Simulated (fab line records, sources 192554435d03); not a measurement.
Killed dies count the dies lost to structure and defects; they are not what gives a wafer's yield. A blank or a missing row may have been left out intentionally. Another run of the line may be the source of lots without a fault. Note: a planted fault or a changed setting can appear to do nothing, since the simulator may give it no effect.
Chamber matching | flow n5Finfet | 4 sister chambers for N5_BEOL_M13_DESCUM_15 on rieDiel-02
The step chemistry O2, time 7.9 s. 18 wafers are shown with their chamber, then 9 later ones without.

WAFERS PAIRED WITH THEIR CHAMBERS
wafer  | chamber | drypumpMotorCurrentA (A) | showerheadPlenumPTorr (Torr) | throttleValvePct (%)
L075.2 | 1       | 5.6                      | 2.00                         | 20.74
L075.3 | 2       | 6.1                      | 2.03                         | 20.50
L075.4 | 3       | 5.9                      | 1.99                         | 20.44
L078.1 | 2       | 6.1                      | 2.03                         | 20.51
L078.3 | 0       | 4.8                      | 2.14                         | 20.42
L078.5 | 1       | 5.6                      | 2.00                         | 20.75
L083.1 | 2       | 6.1                      | 2.03                         | 20.53
L083.4 | 1       | 5.6                      | 1.99                         | 20.77
L083.6 | 1       | 5.6                      | 1.99                         | 20.76
L090.1 | 0       | 4.8                      | 2.13                         | 20.47
L090.4 | 2       | 6.0                      | 2.02                         | 20.54
L090.5 | 1       | 5.6                      | 1.99                         | 20.79
L093.1 | 1       | 5.6                      | 1.99                         | 20.79
L093.3 | 0       | 4.8                      | 2.13                         | 20.47
L093.5 | 0       | 4.8                      | 2.13                         | 20.47
L092.1 | 3       | 5.9                      | 1.98                         | 20.50
L092.2 | 1       | 5.6                      | 1.99                         | 20.80
L092.5 | 0       | 4.8                      | 2.13                         | 20.49

SIGNATURES (means of the wafers above)
reading               | chamber 0 | chamber 1 | chamber 2 | chamber 3 | scatter within a chamber
drypumpMotorCurrentA  | 4.800     | 5.600     | 6.075     | 5.900     | 0.0231
showerheadPlenumPTorr | 2.1320    | 1.9929    | 2.0275    | 1.9850    | 0.00498
throttleValvePct      | 20.4640   | 20.7714   | 20.5200   | 20.4700   | 0.0248
Rule: for a wafer and a chamber, the distance is found by dividing, reading by reading, the gap between the wafer's reading and the chamber's mean by the reading's scatter, squaring, summing and taking the root. The wafer belongs to the nearest chamber; if the next one is less than 2 further off, it can't be placed. The scatter: take each reading less its chamber's mean, square it, sum over the shown wafers, divide by the number of wafers less the number of chambers, and take the root.

WAFERS WITHOUT THEIR CHAMBER
wafer  | drypumpMotorCurrentA (A) | showerheadPlenumPTorr (Torr) | throttleValvePct (%)
L095.1 | 6.1                      | 2.02                         | 20.56
L095.2 | 4.8                      | 2.13                         | 20.51
L095.4 | 4.8                      | 2.13                         | 20.51
L097.4 | 6.1                      | 2.01                         | 20.58
L097.5 | 5.6                      | 1.98                         | 20.82
L097.6 | 4.8                      | 2.13                         | 20.52
L094.1 | 4.8                      | 2.12                         | 20.51
L094.4 | 6.1                      | 2.01                         | 20.59
L094.5 | 6.1                      | 2.01                         | 20.58

THE CHAMBER EACH PASSED THROUGH
wafer  | from the rows above | in truth
L095.1 | 2                   | 2
L095.2 | 0                   | 0
L095.4 | 0                   | 0
L097.4 | 2                   | 2
L097.5 | 1                   | 1
L097.6 | 0                   | 0
L094.1 | 0                   | 0
L094.4 | 2                   | 2
L094.5 | 2                   | 2
Correct placement for 9 of the 9. Can't be placed from these rows: 0. 0 placed wrongly.
